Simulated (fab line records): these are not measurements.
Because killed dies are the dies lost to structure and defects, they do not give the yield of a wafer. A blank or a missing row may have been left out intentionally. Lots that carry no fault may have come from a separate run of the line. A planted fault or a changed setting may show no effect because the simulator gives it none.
Which tool is to blame? + flow nand-harc + 18 wafers from 6 lots sampled at 2 of the route's 1302 steps

== WHAT THE GAUGES READ, wafer by wafer ==
NHARC_THIN_TSV_CD_MEAS_12 targets a cd of 1000 nm.
| lot  | measured     | on        | cd-nm (nm)          |
|------|--------------|-----------|---------------------|
| L611 | day 24 11:07 | cd-sem-01 | 998.9 998.5 1000.0  |
| L617 | day 25 23:13 | cd-sem-01 | 999.7 999.9 1001.5  |
| L622 | day 28 20:37 | cd-sem-03 | 998.2 999.1 1001.0  |
| L623 | day 29 06:07 | cd-sem-03 | 998.6 999.6 1000.1  |
| L625 | day 30 19:40 | cd-sem-03 | 999.3 999.9 1000.9  |
| L633 | day 32 03:55 | cd-sem-03 | 1000.4 1000.1 999.8 |

== EACH LOT AND THE TOOL THAT RAN IT (in order: tool; ch and the chambers of the sampled wafers; start) ==
| lot  | NHARC_A_CONTACT_ETCH_112             |
|------|--------------------------------------|
| L611 | har-cap-etch-02 ch 0,1, day 22 05:06 |
| L617 | har-cap-etch-01 ch 0,1, day 23 16:37 |
| L622 | har-cap-etch-03 ch 0,1, day 26 12:32 |
| L623 | har-cap-etch-02 ch 0,1, day 26 17:07 |
| L625 | har-cap-etch-03 ch 0,1, day 28 12:01 |
| L633 | har-cap-etch-03 ch 0,1, day 29 20:25 |
- NHARC_A_CONTACT_ETCH_112: etches the open film in C4F8/O2/Ar, time 190 s, target depth 1850 nm.

== THE ANSWER, worked out from the rows above alone ==
Rule: the usual values come from the lots themselves. Put in order of their means at a reading, lots are off if they are a third of the lots or fewer, leave a main group of 4 or more, and stand apart from it by a gap of 3 or more times the standard deviation of the main group's means; of several such gaps the widest counts. A main group is skipped when, at the precision printed for the reading in the tables above, its means are all equal. Also off: a lot with no number at a reading for which 4 or more lots have one. Any other lot the step has rows for is counted as sound.
No lot is off on any of the readings shown, so nothing can be concluded from this.

== WHAT THE SIMULATOR PUT IN ==
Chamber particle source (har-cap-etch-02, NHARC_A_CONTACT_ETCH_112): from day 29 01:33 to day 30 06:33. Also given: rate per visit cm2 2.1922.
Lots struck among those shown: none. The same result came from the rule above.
